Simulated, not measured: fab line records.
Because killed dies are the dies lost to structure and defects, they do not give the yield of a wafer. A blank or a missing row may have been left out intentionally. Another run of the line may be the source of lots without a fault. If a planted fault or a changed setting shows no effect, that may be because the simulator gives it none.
Struck lot and sound lot, side by side / flow n5Finfet / 26 out of 1938 route steps
Sound: wafers L343.1, L343.3, L343.6. Wafers L354.1, L354.2, L354.5 were the ones struck. Last of all comes the cause.
Order at every step that has rows: each side's tool, ch and its chambers, its first start. Under that, the readings that differ: sound wafers / struck wafers / difference of the means / sigmas: that difference in standard deviations of wafers without a fault.
alike: words and numbers the same on both sides, and readings whose means are apart by under 2 such deviations; not compared: readings that were withheld, readings missing a value for some wafer, numbers with overlapping values and no deviation given by the record, and bounds like >300 which may hide the same value.
The two part at a step that has a row with sigmas, a row that says differs or no value, or rows on one side only. Numbers that don't overlap but have no deviation are shown without sigmas and don't part them. A reading that every wafer of one side lacks parts them only if that side has two wafers or more.

first, 12 steps without rows for these wafers: N5_GATE_CUT_ETCH_28 (etches underlayer in N2/H2, target depth 13 nm, time 10.4 s); N5_GATE_CUT_ETCH_36 (etches SiARC in CF4, target depth 13 nm, time 21.7 s); N5_GATE_CUT_ETCH_37 (etches SOC in N2/H2, target depth 60 nm, overetch 12 nm, time 90 s); N5_GATE_CUT_STRIP_38 (strips in N2/H2); N5_GATE_CUT_STRIP_39 (strips in N2/H2); N5_GATE_CUT_HM_OPEN_40 (chemistry C4F6/O2, target SiO2, target depth 139 nm, time 85.1 s); N5_GATE_CUT_STRIP_41 (strips in CF4); N5_GATE_CUT_STRIP_42 (strips in O2); N5_GATE_CUT_ETCH_19 (etches SiNx in CH3F/O2, target depth 53.7 nm, time 76.7 s); N5_GATE_CUT_CUT_ETCH_53 (etches W in SF6/Cl2, target depth 79.2 nm); N5_GATE_CUT_CUT_ETCH_54 (etches TiN in Cl2/BCl3, target depth 96.7 nm); N5_GATE_CUT_CUT_ETCH_55 (etches HfO2 in BCl3, target depth 3.2 nm).
N5_GATE_CUT_ETCH_47: etches SiO2 in Cl2/BCl3, target depth 10 nm.
  sound on rieMetal-01 ch 0,1, day 6 01:44; struck on rieMetal-03 ch 0,1, day 8 18:40
  no value came back on the struck wafers for any of 5 readings (bcl3FlowSccm (sccm), biasW (W) and others); on the sound wafers bcl3FlowSccm (sccm) reads 21.82 21.86 21.65
reading=model.SiO2_of_GATE_CUT_HM_DEP_46.thkNm (nm); sound=105.6 104.8 106; struck=117.8 118.4 119; difference=+12.9; sigmas=
  not compared: rfHoursCounterH
then, 8 steps without rows for these wafers: N5_GATE_CUT_VAPOR_ETCH_48 (etches TiN in BCl3/Cl2); N5_GATE_CUT_VAPOR_ETCH_49 (etches TiAlC in BCl3/Cl2); N5_GATE_CUT_VAPOR_ETCH_51 (etches HfO2 in BCl3/Cl2); N5_GATE_CUT_STRIP_21 (strips in N2/H2, time 30 s); N5_GATE_CUT_STRIP_29 (strips in post etch residue remover, time 60 s); N5_GATE_CUT_SRD_52 (time 30 s); N5_GATE_CUT_ALD_22 (deposits SiNx, target thk 16 nm, pulse time 1 s, ald cycles 320); N5_GATE_CUT_CMP_23 (polishes, stops on SiO2, t overpolish 23.4 s, target thk 16 nm).
N5_GATE_CUT_THK_MEAS_24:
  sound: filmMetro-01 at day 6 05:31; struck: filmMetro-01 at day 8 21:04
reading=GC_FILL_THK (nm); sound=218.9 219.7 219.9; struck=230.7 230.6 231.6; difference=+11.5; sigmas=+5
N5_GATE_CUT_CMP_43: polishes SiO2.
  sound on cmp-01 ch 0,2, day 6 05:32; struck on cmp-01 ch 0,1,3, day 8 21:06
reading=model.SiO2_of_GATE_CUT_HM_DEP_46.thkNm (nm); sound=5 5 5; struck=5.6 5.6 5.6; difference=+0.6; sigmas=
  alike: motorCurrentA
  not compared: padLifeWafers
then, 1 step without rows for these wafers: N5_GATE_CUT_CMP_61 (polishes, stops on SiNx, t overpolish 3 s).
-- the record jumps here: 3 days lie between the struck wafers' starts before and after (it left off in module GATE_CUT and takes up again in module BEOL_M4, whose first step shown is number 1111 of the route) --
N5_BEOL_M4_RC_MEAS_101:
  sound on prober-01 ch 0, day 10 00:33; struck on prober-01 ch 0, day 12 03:33
  alike: DIBL_N, DIBL_P, IOFF_N, IOFF_P, ION_N, ION_P, SS_N, SS_P, VT_N, VT_P
-- a jump in the record: the struck wafers' starts before and after are 5 days apart (it breaks off in module BEOL_M4 and resumes in module PASSIVATION, where the first step shown is number 1936 of the route) --
N5_PASSIVATION_PROBE_49:
  record: rows for the struck wafers here (prober-02, day 17 03:38), none for the sound ones

== WHERE THEY PART ==
At N5_GATE_CUT_ETCH_47 first; at N5_PASSIVATION_PROBE_49 last (within this record only).

WHY: the cause the simulator had injected
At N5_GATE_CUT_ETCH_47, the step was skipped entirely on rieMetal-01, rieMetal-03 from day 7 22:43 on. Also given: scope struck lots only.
